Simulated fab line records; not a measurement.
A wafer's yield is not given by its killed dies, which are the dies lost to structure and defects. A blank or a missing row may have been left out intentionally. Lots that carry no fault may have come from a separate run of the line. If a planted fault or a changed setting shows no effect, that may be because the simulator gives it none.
Matching of chambers -- flow nand harc -- 4 sister chambers for NHARC_P_M0_DESCUM_14 on rie diel-08
The step chemistry O2, time 3 s. 4 wafers are shown with their chamber, then 7 later ones without.

WAFERS WITH THEIR CHAMBER
wafer,chamber,showerhead plenum p Torr (Torr)
L305.3,1,1.77
L306.1,2,1.79
L313.1,3,1.94
L313.2,0,1.89

WAFERS WHOSE CHAMBER IS MISSING
wafer,showerhead plenum p Torr (Torr)
L313.5,1.94
L317.1,2.07
L317.2,1.89
L317.3,1.93
L318.3,1.93
L318.5,1.93
L318.6,1.89

THE CHAMBER EACH PASSED THROUGH
wafer,from the rows above,in truth
L313.5,can't be placed: 3 or 0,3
L317.1,can't be placed: 3 or 0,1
L317.2,can't be placed: 0 or 3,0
L317.3,can't be placed: 3 or 0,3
L318.3,can't be placed: 3 or 0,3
L318.5,can't be placed: 3 or 0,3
L318.6,can't be placed: 0 or 3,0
Correctly placed: 0 of 7. These rows do not allow placing 7 (true chamber among the candidates in 6). Number placed wrongly: 0.
How it was worked out, from the rows above alone: a wafer's distance from a chamber is the root of the sum, over the readings, of the square of ((its reading less the chamber's mean) divided by the reading's scatter). The wafer belongs to the nearest chamber; if the next one is less than 2 further off, it can't be placed. For every chamber, the mean is computed from those of its wafers that are shown. The scatter (one wafer shown for each chamber): square how far every hidden wafer sits from the nearest shown wafer, average those squares and take the square root.
